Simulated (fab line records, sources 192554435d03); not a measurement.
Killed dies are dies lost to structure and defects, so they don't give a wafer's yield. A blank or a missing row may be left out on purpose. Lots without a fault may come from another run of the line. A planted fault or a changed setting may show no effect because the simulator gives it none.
Tool commonality check | flow n5_finfet | 13 lots, 38 wafers sampled

WHY IT WAS OPENED
At N5_WELL_APT_OVL_MEAS_26 the reading PWELL_OVL is flagged on 4 of 13 lots. Wafers without a fault read -8 nm, standard deviation 6.1.
Rule: a lot is flagged when every wafer of it that has a number lies more than 4 standard deviations from that mean, or none has a number. The other lots count as sound.

lot  | measured    | on         | PWELL_OVL (nm), wafer by wafer | flag
L826 | day 1 15:10 | overlay-02 | -2 -2 -2                       |
L827 | day 1 20:58 | overlay-02 | -12 -8 -12                     |
L828 | day 2 02:53 | overlay-01 | -18 -8 -13                     |
L830 | day 2 15:02 | overlay-02 | 34 31 38                       | FLAGGED
L831 | day 2 21:07 | overlay-01 | 36 36 45                       | FLAGGED
L832 | day 3 03:02 | overlay-02 | 36 44 37                       | FLAGGED
L833 | day 3 09:26 | overlay-02 | 37 43 40                       | FLAGGED
L837 | day 4 08:50 | overlay-01 | 6 -2                           |
L838 | day 4 15:05 | overlay-02 | -14 -12 -10                    |
L840 | day 5 02:58 | overlay-02 | -9 -10 -15                     |
L841 | day 5 08:50 | overlay-02 | -4 -5 -6                       |
L842 | day 5 14:47 | overlay-02 | -7 -12 -9                      |
L849 | day 7 09:06 | overlay-02 | -7 -1 0                        |
The numbers of the flagged lots are 38 nm on average: +46 nm against the usual, or +8 standard deviations.

WHICH TOOL RAN EACH LOT
The record holds 1 process step before the reading, out of a route of 1938 steps. In each cell: the tool, then ch and the chambers that the sampled wafers went through, then the start.
lot  | flag    | N5_WELL_APT_EXPOSE_22
L826 |         | krf_scanner-01 ch 0, day 1 14:58
L827 |         | krf_scanner-02 ch 0, day 1 20:46
L828 |         | krf_scanner-02 ch 0, day 2 02:40
L830 | FLAGGED | krf_scanner-02 ch 0, day 2 14:50
L831 | FLAGGED | krf_scanner-02 ch 0, day 2 20:55
L832 | FLAGGED | krf_scanner-02 ch 0, day 3 02:51
L833 | FLAGGED | krf_scanner-02 ch 0, day 3 09:14
L837 |         | krf_scanner-01 ch 0, day 4 08:38
L838 |         | krf_scanner-01 ch 0, day 4 14:53
L840 |         | krf_scanner-01 ch 0, day 5 02:47
L841 |         | krf_scanner-01 ch 0, day 5 08:38
L842 |         | krf_scanner-01 ch 0, day 5 14:35
L849 |         | krf_scanner-01 ch 0, day 7 08:54
What these steps do:
- N5_WELL_APT_EXPOSE_22: exposes mask PWELL, defocus 0 nm, target cd 200 nm.
- N5_WELL_APT_OVL_MEAS_26

FLAGGED OVER TOTAL, TOOL BY TOOL (the gauges that took the reading come last)
step                    | tool           | lots run | flagged | share of the flagged lots | sound lots run after its first flagged lot
N5_WELL_APT_EXPOSE_22   | krf_scanner-01 | 7        | 0       | none                      | -
N5_WELL_APT_EXPOSE_22   | krf_scanner-02 | 6        | 4       | all                       | 0
N5_WELL_APT_OVL_MEAS_26 | overlay-01     | 3        | 1       | some                      | 1 (L837)
N5_WELL_APT_OVL_MEAS_26 | overlay-02     | 10       | 3       | some                      | 5 (L838,L840,L841,L842,L849)

WHAT THE TABLE ALLOWS
1 row of the table ran every flagged lot: krf_scanner-02 at N5_WELL_APT_EXPOSE_22.
- krf_scanner-02 at N5_WELL_APT_EXPOSE_22: 4 of its 6 lots flagged. Its last sound lot is L828 (day 2 02:40), its first flagged lot L830 (day 2 14:50): a fault that began between those two fits.
One tool is left: krf_scanner-02 at N5_WELL_APT_EXPOSE_22.

WHAT THE SIMULATOR HAD PUT IN
Scanner matching overlay: krf_scanner-02, from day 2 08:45 on, at N5_WELL_APT_EXPOSE_22. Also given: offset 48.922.
Lots struck among those shown: L830, L831, L832, L833. The rule above found the same.
